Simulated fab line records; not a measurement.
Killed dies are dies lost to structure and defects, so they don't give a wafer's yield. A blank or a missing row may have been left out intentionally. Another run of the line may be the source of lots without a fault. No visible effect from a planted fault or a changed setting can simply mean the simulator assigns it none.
Matching of chambers + flow nandHarc + NHARC_P_STI_DESCUM_14 on rieDiel-10 has 4 sister chambers
The step chemistry O2, time 3 s. 4 wafers are shown with their chamber, then 11 later ones without.

WAFERS WITH THEIR CHAMBER
| wafer  | chamber | drypumpMotorCurrentA (A) |
|--------|---------|--------------------------|
| L083.2 | 2       | 5.2                      |
| L088.6 | 3       | 6.3                      |
| L089.3 | 1       | 5.9                      |
| L090.2 | 0       | 5.1                      |

WAFERS MISSING THEIR CHAMBER
| wafer  | drypumpMotorCurrentA (A) |
|--------|--------------------------|
| L090.3 | 5.9                      |
| L090.4 | 6.4                      |
| L095.3 | 5.1                      |
| L095.5 | 5.9                      |
| L095.6 | 5.2                      |
| L096.1 | 6.4                      |
| L096.2 | 5.2                      |
| L096.5 | 5.9                      |
| L097.3 | 5.2                      |
| L097.4 | 5.9                      |
| L097.5 | 6.4                      |

WHICH CHAMBER EACH ONE RAN IN
| wafer  | from the rows above     | in truth |
|--------|-------------------------|----------|
| L090.3 | 1                       | 1        |
| L090.4 | 3                       | 3        |
| L095.3 | can't be placed: 0 or 2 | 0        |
| L095.5 | 1                       | 1        |
| L095.6 | can't be placed: 2 or 0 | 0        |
| L096.1 | 3                       | 3        |
| L096.2 | can't be placed: 2 or 0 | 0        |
| L096.5 | 1                       | 1        |
| L097.3 | can't be placed: 2 or 0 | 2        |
| L097.4 | 1                       | 1        |
| L097.5 | 3                       | 3        |
Correctly placed: 7 of 11. Can't be placed from these rows: 4 (the true chamber is among the candidates in 4). 0 placed wrongly.
How it was worked out, from the rows above alone: a wafer's distance from a chamber is the root of the sum, over the readings, of the square of ((its reading less the chamber's mean) divided by the reading's scatter). If the next closest chamber is less than 2 further off than the closest, the wafer can't be placed; otherwise it belongs to the closest. For every chamber, the mean is computed from those of its wafers that are shown. The scatter: root of mean squared gap, hidden wafer to nearest shown wafer, with one shown wafer a chamber.
